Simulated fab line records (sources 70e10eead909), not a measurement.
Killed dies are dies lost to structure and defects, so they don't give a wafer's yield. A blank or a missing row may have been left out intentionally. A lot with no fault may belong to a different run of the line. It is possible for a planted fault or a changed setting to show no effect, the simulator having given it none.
Which tool was responsible? ; flow nand harc ; 72 wafers from 24 lots sampled at 6 of the route's 1159 steps

## WHAT THE GAUGES READ, wafer by wafer
NHARC_A_ONON_D1_THK_MEAS_34: measures by ellipsometry.
lot;measured;on;thk nm (nm)
L075;day 8 12:47;film metro-02;197.3 201.3 202.9
L074;day 8 12:55;film metro-01;199.8 201.1 199.9
L077;day 8 23:52;film metro-02;198.4 200.9 201.7
L076;day 8 23:33;film metro-02;197.0 202.5 199.1
L078;day 8 23:39;film metro-02;197.7 202.2 199.6
L079;day 9 09:42;film metro-02;198.5 201.8 204.1
L081;day 9 14:53;film metro-02;204.3 202.6 202.3
L080;day 9 14:43;film metro-01;202.3 201.0 199.2
L082;day 10 02:46;film metro-01;196.5 196.7 201.2
L084;day 10 16:53;film metro-02;196.3 199.9 198.5
L083;day 11 00:47;film metro-01;202.0 203.3 203.5
L087;day 11 21:27;film metro-01;203.6 204.1 202.8
L086;day 11 20:59;film metro-02;199.5 202.5 198.0
L088;day 11 21:16;film metro-02;199.9 206.0 204.8
L085;day 11 21:31;film metro-02;205.0 200.9 200.8
L089;day 12 06:52;film metro-01;198.3 202.5 202.4
L090;day 12 07:05;film metro-01;199.2 204.7 204.1
L091;day 12 06:52;film metro-02;195.5 198.7 197.7
L092;day 12 14:14;film metro-01;199.7 199.7 202.1
L093;day 12 14:13;film metro-02;195.8 202.6 201.2
L094;day 13 00:43;film metro-02;195.5 201.5 202.6
L095;day 13 00:59;film metro-02;203.1 201.1 199.2
L096;day 13 11:56;film metro-01;197.8 203.7 202.8
L097;day 13 16:59;film metro-02;196.7 195.6 198.6

NHARC_A_CHANNEL_HOLE_D1_CD_MEAS_10 targets a cd of 100 nm.
lot;measured;on;cd nm (nm)
L075;day 8 17:49;cd sem-03;100.0 101.1 100.6
L074;day 8 18:16;cd sem-02;100.4 99.7 100.2
L077;day 9 04:49;cd sem-02;99.8 100.3 99.8
L076;day 9 02:56;cd sem-03;100.3 99.8 100.0
L078;day 9 03:50;cd sem-01;99.1 99.6 99.7
L079;day 9 12:29;cd sem-02;100.6 100.3 100.1
L081;day 9 17:52;cd sem-02;99.6 99.3 99.8
L080;day 9 17:32;cd sem-01;99.9 99.2 100.1
L082;day 10 05:26;cd sem-01;99.7 100.1 100.2
L084;day 10 19:47;cd sem-03;98.7 99.6 99.6
L083;day 11 03:35;cd sem-02;100.4 99.7 99.6
L087;day 12 01:29;cd sem-01;99.9 99.9 99.8
L086;day 11 23:48;cd sem-03;99.8 100.1 99.5
L088;day 12 00:23;cd sem-02;99.9 99.9 99.8
L085;day 12 01:41;cd sem-03;100.4 100.1 100.3
L089;day 12 10:05;cd sem-01;99.5 99.8 99.8
L090;day 12 11:10;cd sem-03;99.8 99.8 99.7
L091;day 12 11:01;cd sem-01;99.7 99.7 100.0
L092;day 12 17:09;cd sem-03;100.1 99.9 100.3
L093;day 12 16:59;cd sem-03;100.5 100.1 100.4
L094;day 13 03:39;cd sem-02;99.7 100.8 99.8
L095;day 13 03:52;cd sem-01;99.9 99.7 99.5
L096;day 13 14:49;cd sem-02;99.7 100.0 100.2
L097;day 13 22:03;cd sem-02;99.9 99.8 100.7

NHARC_A_CHANNEL_HOLE_D1_INSPECT_12.
lot;measured;on;raw defect count
L075;day 8 17:56;defect inspect-01;5 1 4
L074;day 8 18:23;defect inspect-02;7 4 5
L077;day 9 04:56;defect inspect-02;3 3 6
L076;day 9 03:04;defect inspect-01;10 6 3
L078;day 9 03:59;defect inspect-01;8 4 5
L079;day 9 12:37;defect inspect-02;9 7 4
L081;day 9 17:59;defect inspect-01;2 4 7
L080;day 9 17:40;defect inspect-02;8 5 5
L082;day 10 05:34;defect inspect-01;5 4 0
L084;day 10 19:55;defect inspect-02;6 4 4
L083;day 11 03:43;defect inspect-02;5 2 11
L087;day 12 01:36;defect inspect-02;11 9 6
L086;day 11 23:56;defect inspect-02;3 10 5
L088;day 12 00:31;defect inspect-01;3 5 5
L085;day 12 01:48;defect inspect-02;5 5 5
L089;day 12 10:12;defect inspect-01;1 5 3
L090;day 12 11:17;defect inspect-01;1 5 8
L091;day 12 11:08;defect inspect-02;8 8 2
L092;day 12 17:16;defect inspect-02;3 1 5
L093;day 12 17:07;defect inspect-02;4 7 6
L094;day 13 03:47;defect inspect-01;9 11 8
L095;day 13 03:59;defect inspect-01;6 3 2
L096;day 13 14:56;defect inspect-01;4 4 10
L097;day 13 22:11;defect inspect-01;6 5 3

## WHICH TOOL RAN EACH LOT (tool, then ch and the chambers of the sampled wafers, then the start)
lot;NHARC_P_GATE_DESCUM_31;NHARC_P_CONTACT_ETCH_35;NHARC_P_CONTACT_CMP_24
L075;rie diel-11 ch 0,2,3, day 4 19:44;rie diel-02 ch 1,2, day 5 16:55;cmp-04 ch 0,2,3, day 6 04:22
L074;rie diel-11 ch 1,2,3, day 4 19:50;rie diel-09 ch 0,1,3, day 5 17:37;cmp-02 ch 2,3, day 6 04:50
L077;rie diel-03 ch 1,2,3, day 5 10:33;rie diel-09 ch 0,1,3, day 6 06:34;cmp-04 ch 1,3, day 6 14:10
L076;rie diel-11 ch 0,1,3, day 5 11:17;rie diel-02 ch 1,2, day 6 07:30;cmp-04 ch 0,3, day 6 14:42
L078;rie diel-03 ch 0,1,2, day 5 15:00;rie diel-02 ch 1,2, day 6 11:12;cmp-02 ch 1,2,3, day 6 15:02
L079;rie diel-11 ch 0,1,3, day 6 00:44;rie diel-02 ch 1,3, day 6 21:26;cmp-04 ch 1,2, day 7 01:37
L081;rie diel-03 ch 0,1,3, day 6 10:01;rie diel-09 ch 1,2, day 7 07:16;cmp-04 ch 0,3, day 7 10:00
L080;rie diel-04 ch 0,1,2, day 6 10:10;rie diel-09 ch 0,2,3, day 7 06:47;cmp-02 ch 0,2,3, day 7 09:28
L082;rie diel-03 ch 1,3, day 6 20:41;rie diel-02 ch 0,1, day 7 19:06;cmp-03 ch 0,1,2, day 7 21:53
L084;rie diel-03 ch 0,1,2, day 7 04:39;rie diel-02 ch 0,3, day 8 01:11;cmp-03 ch 0,3, day 8 04:18
L083;rie diel-03 ch 1,2, day 7 05:10;rie diel-09 ch 0,2,3, day 8 06:41;cmp-02 ch 1,2, day 8 14:54
L087;rie diel-03 ch 0,1,2, day 7 20:48;rie diel-09 ch 0,2,3, day 8 18:08;cmp-04 ch 1,2, day 9 01:27
L086;rie diel-03 ch 0,1,2, day 7 21:24;rie diel-09 ch 1,2,3, day 8 18:35;cmp-02 ch 0,2,3, day 9 01:53
L088;rie diel-04 ch 0,1,3, day 7 21:36;rie diel-05 ch 1,2,3, day 8 18:52;cmp-02 ch 1,2,3, day 9 01:22
L085;rie diel-11 ch 0,2,3, day 7 21:58;rie diel-02 ch 0,3, day 8 23:59;cmp-03 ch 0,1,3, day 9 02:38
L089;rie diel-03 ch 0,1,3, day 8 17:24;rie diel-09 ch 0,2, day 9 13:30;cmp-02 ch 0,1,3, day 10 00:17
L090;rie diel-03 ch 1,3, day 8 18:01;rie diel-02 ch 0,2,3, day 9 13:59;cmp-04 ch 0,1,3, day 10 00:47
L091;rie diel-03 ch 0,2, day 8 22:26;rie diel-09 ch 0,1,3, day 9 19:53;cmp-04 ch 1,2, day 10 01:25
L092;rie diel-04 ch 0,1,3, day 9 08:40;rie diel-09 ch 0,1,3, day 10 05:54;cmp-02 ch 1,2, day 10 09:03
L093;rie diel-11 ch 1,2,3, day 9 08:55;rie diel-05 ch 0,1,2, day 10 04:57;cmp-02 ch 0,2,3, day 10 08:15
L094;rie diel-03 ch 0,1,2, day 9 16:31;rie diel-09 ch 0,1,3, day 10 13:12;cmp-02 ch 1,2, day 10 16:04
L095;rie diel-04 ch 0,2,3, day 9 21:20;rie diel-02 ch 0,1, day 10 18:14;cmp-04 ch 2,3, day 10 21:25
L096;rie diel-04 ch 2,3, day 10 07:32;rie diel-09 ch 1,2,3, day 11 04:43;cmp-04 ch 1,2, day 11 07:26
L097;rie diel-11 ch 0,2,3, day 10 11:47;rie diel-09 ch 2,3, day 11 08:41;cmp-03 ch 1,2, day 11 11:29
- NHARC_P_GATE_DESCUM_31: chemistry O2, time 3 s.
- NHARC_P_CONTACT_ETCH_35: etches the open film in CF4, target depth 39 nm, time 65 s.
- NHARC_P_CONTACT_CMP_24: polishes, t overpolish 30 s, target thk 200 nm.

## AS READ BY THE TOOLS THEMSELVES (means over the sampled wafers that have a number; for cases with no such wafer, the mark the record gives instead)
NHARC_P_GATE_DESCUM_31.
lot;tool;drypump motor current A (A);mfc ar sccm (sccm);oes product au (a.u.);rf vpp V (V);showerhead plenum p Torr (Torr);throttle valve pct (%)
L075;rie diel-11;5.8;0.000;1.004;57.6;1.99;11.303
L074;rie diel-11;5.8;0.002;0.994;59.0;2.01;11.307
L077;rie diel-03;5.7;0.014;1.000;58.2;2.01;11.308
L076;rie diel-11;5.6;0.002;1.003;57.4;1.96;11.317
L078;rie diel-03;5.4;0.014;0.995;58.6;1.95;11.312
L079;rie diel-11;5.6;0.002;1.002;58.5;1.96;11.307
L081;rie diel-03;5.8;0.008;0.991;58.2;1.95;11.317
L080;rie diel-04;5.5;0.004;1.000;57.6;1.92;11.305
L082;rie diel-03;6.1;0.008;0.998;57.9;2.01;11.323
L084;rie diel-03;5.4;0.014;0.989;58.4;1.95;11.310
L083;rie diel-03;5.5;0.019;0.987;57.7;2.02;11.312
L087;rie diel-03;5.4;0.014;0.994;58.4;1.95;11.310
L086;rie diel-03;5.4;0.014;0.987;57.9;1.95;11.313
L088;rie diel-04;5.7;0.004;1.003;58.0;1.94;11.300
L085;rie diel-11;5.7;0.000;1.005;58.4;1.99;11.314
L089;rie diel-03;5.7;0.008;0.993;58.2;1.95;11.314
L090;rie diel-03;5.8;0.017;0.995;58.8;2.03;11.309
L091;rie diel-03;5.4;0.011;0.994;58.5;1.93;11.315
L092;rie diel-04;5.7;0.004;0.996;57.8;1.94;11.310
L093;rie diel-11;5.8;0.002;0.998;58.1;2.00;11.305
L094;rie diel-03;5.4;0.014;0.992;58.0;1.95;11.310
L095;rie diel-04;5.9;0.004;1.007;58.3;1.93;11.306
L096;rie diel-04;6.0;0.000;1.001;58.5;1.92;11.301
L097;rie diel-11;5.8;0.000;0.998;58.2;1.98;11.312

NHARC_P_CONTACT_ETCH_35.
lot;tool;drypump motor current A (A);mfc ar sccm (sccm);oes product au (a.u.);rf vpp V (V);showerhead plenum p Torr (Torr);throttle valve pct (%)
L075;rie diel-02;5.6;0.002;1.000;150.0;1.71;13.289
L074;rie diel-09;5.6;0.004;1.006;151.8;1.81;13.288
L077;rie diel-09;5.6;0.004;1.007;151.6;1.81;13.280
L076;rie diel-02;5.5;0.003;0.999;149.4;1.69;13.288
L078;rie diel-02;5.6;0.002;1.003;150.7;1.71;13.281
L079;rie diel-02;5.8;0.000;0.997;150.3;1.73;13.280
L081;rie diel-09;5.2;0.000;1.006;151.7;1.82;13.289
L080;rie diel-09;5.9;0.004;1.000;151.4;1.79;13.272
L082;rie diel-02;5.4;0.000;1.003;151.4;1.72;13.282
L084;rie diel-02;5.4;0.000;1.002;150.4;1.71;13.278
L083;rie diel-09;5.9;0.004;1.003;152.0;1.79;13.280
L087;rie diel-09;5.9;0.004;1.003;151.2;1.79;13.269
L086;rie diel-09;5.6;0.000;1.004;152.1;1.84;13.284
L088;rie diel-05;5.8;0.006;1.008;151.3;1.76;13.279
L085;rie diel-02;5.5;0.000;1.008;149.8;1.71;13.292
L089;rie diel-09;5.7;0.004;1.009;151.8;1.74;13.280
L090;rie diel-02;5.5;0.002;1.003;150.2;1.69;13.284
L091;rie diel-09;5.6;0.004;1.008;151.7;1.81;13.282
L092;rie diel-09;5.6;0.004;1.006;150.7;1.81;13.285
L093;rie diel-05;5.9;0.006;1.008;151.7;1.79;13.288
L094;rie diel-09;5.7;0.004;1.009;151.5;1.81;13.284
L095;rie diel-02;5.4;0.000;1.003;150.9;1.72;13.294
L096;rie diel-09;5.6;0.000;1.002;151.7;1.83;13.284
L097;rie diel-09;6.0;0.000;1.009;151.3;1.85;13.278

NHARC_P_CONTACT_CMP_24.
lot;tool;motor current A (A);overpolish run s (s);retaining ring pressure frac;time to endpoint s (s)
L075;cmp-04;12.1;29.998;1.000;40.9
L074;cmp-02;12.9;29.995;1.000;37.5
L077;cmp-04;12.0;30.004;0.995;38.1
L076;cmp-04;12.9;29.998;0.998;37.4
L078;cmp-02;13.3;29.994;0.995;38.5
L079;cmp-04;10.8;30.006;1.003;38.5
L081;cmp-04;12.3;30.000;1.000;36.8
L080;cmp-02;12.7;30.001;0.998;38.7
L082;cmp-03;12.6;29.999;1.000;40.0
L084;cmp-03;13.8;29.995;0.998;40.5
L083;cmp-02;13.5;29.998;0.999;37.8
L087;cmp-04;10.8;30.009;0.998;37.2
L086;cmp-02;12.3;29.998;0.999;39.0
L088;cmp-02;13.0;29.995;1.000;39.2
L085;cmp-03;13.4;30.005;1.006;39.9
L089;cmp-02;13.3;30.008;1.003;41.6
L090;cmp-04;12.0;29.989;1.007;40.9
L091;cmp-04;11.1;29.999;0.999;41.0
L092;cmp-02;14.0;30.000;1.000;39.4
L093;cmp-02;12.8;30.008;0.999;39.1
L094;cmp-02;14.1;30.005;1.008;41.4
L095;cmp-04;12.6;29.996;1.001;40.5
L096;cmp-04;11.1;30.004;1.003;39.3
L097;cmp-03;12.5;29.992;1.001;39.7

## THE ANSWER, worked out from the rows above alone
Rule: usual is defined by the lots themselves. The widest of any qualifying gaps counts: lots, ordered by their means at a reading, are off when they make up no more than a third of the lots, leave a main group of 4 or more, and stand apart from it by 3 or more times the standard deviation of that group's means. The tables above print the reading to a certain number of digits; a main group whose means all agree to those digits is not used. Also off: a lot with no number at a reading for which 4 or more lots have one. All remaining lots with rows at the step are treated as sound. After the gauges, taken in route order, come the tools' own readings; for these a lot's mean is taken, as printed above. The first step at which some lot is off is used, and at that step the reading that is off furthest; a lot without a number counts as furthest.
No lot is off on any of the readings shown, so nothing can be concluded from this.

## WHAT HAD BEEN PUT IN BY THE SIMULATOR
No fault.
